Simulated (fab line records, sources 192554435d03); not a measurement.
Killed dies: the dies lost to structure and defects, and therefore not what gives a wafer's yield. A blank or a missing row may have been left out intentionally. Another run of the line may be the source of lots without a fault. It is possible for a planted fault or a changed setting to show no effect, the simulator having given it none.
Matching of chambers | flow n5Finfet | N5_BEOL_M7_ETCH_72 on rieDiel-01 has 4 sister chambers
The step etches underlayer in N2/H2, target depth 6.5 nm, time 5.2 s. 4 wafers are shown with their chamber, then 9 later ones without.

## EACH WAFER AND ITS CHAMBER
wafer  | chamber | showerheadPlenumPTorr (Torr)
L085.6 | 0       | 2.61
L084.1 | 2       | 2.58
L084.3 | 1       | 2.54
L084.4 | 3       | 2.41

## WAFERS MISSING THEIR CHAMBER
wafer  | showerheadPlenumPTorr (Torr)
L090.2 | 2.60
L090.4 | 2.53
L090.6 | 2.41
L094.1 | 2.60
L094.4 | 2.53
L094.6 | 2.58
L092.1 | 2.41
L092.3 | 2.53
L092.4 | 2.58

## EACH ONE'S CHAMBER
wafer  | from the rows above     | in truth
L090.2 | can't be placed: 0 or 2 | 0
L090.4 | 1                       | 1
L090.6 | 3                       | 3
L094.1 | can't be placed: 0 or 2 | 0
L094.4 | 1                       | 1
L094.6 | 2                       | 2
L092.1 | 3                       | 3
L092.3 | 1                       | 1
L092.4 | 2                       | 2
Correctly placed: 7 of 9. Not placeable from these rows: 2 (in 2, the candidates include the true chamber). 0 placed wrongly.
How it was worked out, from the rows above alone: a wafer's distance from a chamber is the root of the sum, over the readings, of the square of ((its reading less the chamber's mean) divided by the reading's scatter). The wafer belongs to the nearest chamber; if the next one is less than 2 further off, it can't be placed. The mean given for a chamber averages the wafers shown for that chamber. The scatter (one wafer shown for each chamber): square how far every hidden wafer sits from the nearest shown wafer, average those squares and take the square root.
